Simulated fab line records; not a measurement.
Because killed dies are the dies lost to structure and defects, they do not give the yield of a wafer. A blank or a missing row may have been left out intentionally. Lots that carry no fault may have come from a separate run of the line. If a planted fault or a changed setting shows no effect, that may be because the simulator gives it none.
Matching of chambers ; flow nand-harc ; NHARC_P_M1_DESCUM_14 on rie-diel-11 has 4 sister chambers
The step chemistry O2, time 3 s. 4 wafers are shown with their chamber, then 12 later ones without.

## EACH WAFER AND ITS CHAMBER
wafer;chamber;drypump-motor-current-A (A)
L087.3;2;6.6
L089.1;0;5.7
L089.3;3;5.3
L089.4;1;5.7

## WAFERS MISSING THEIR CHAMBER
wafer;drypump-motor-current-A (A)
L090.4;5.7
L090.5;5.3
L090.6;5.7
L094.2;5.7
L094.5;5.3
L094.6;6.5
L095.1;5.3
L095.4;5.7
L095.5;5.7
L093.1;6.6
L093.5;5.7
L093.6;5.6

## EACH ONE'S CHAMBER
wafer;from the rows above;in truth
L090.4;can't be placed: 0 or 1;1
L090.5;3;3
L090.6;can't be placed: 0 or 1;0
L094.2;can't be placed: 0 or 1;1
L094.5;3;3
L094.6;2;2
L095.1;3;3
L095.4;can't be placed: 0 or 1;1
L095.5;can't be placed: 0 or 1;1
L093.1;2;2
L093.5;can't be placed: 0 or 1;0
L093.6;can't be placed: 0 or 1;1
Correctly placed: 5 of 12. Can't be placed from these rows: 7 (the true chamber is among the candidates in 7). 0 placed wrongly.
How it was worked out, from the rows above alone: a wafer's distance from a chamber is the root of the sum, over the readings, of the square of ((its reading less the chamber's mean) divided by the reading's scatter). The wafer belongs to the nearest chamber; if the next one is less than 2 further off, it can't be placed. Each chamber's mean is taken over the wafers shown for it. The scatter: with one shown wafer a chamber, the root of the mean of the squares of how far each hidden wafer lies from its nearest shown one.
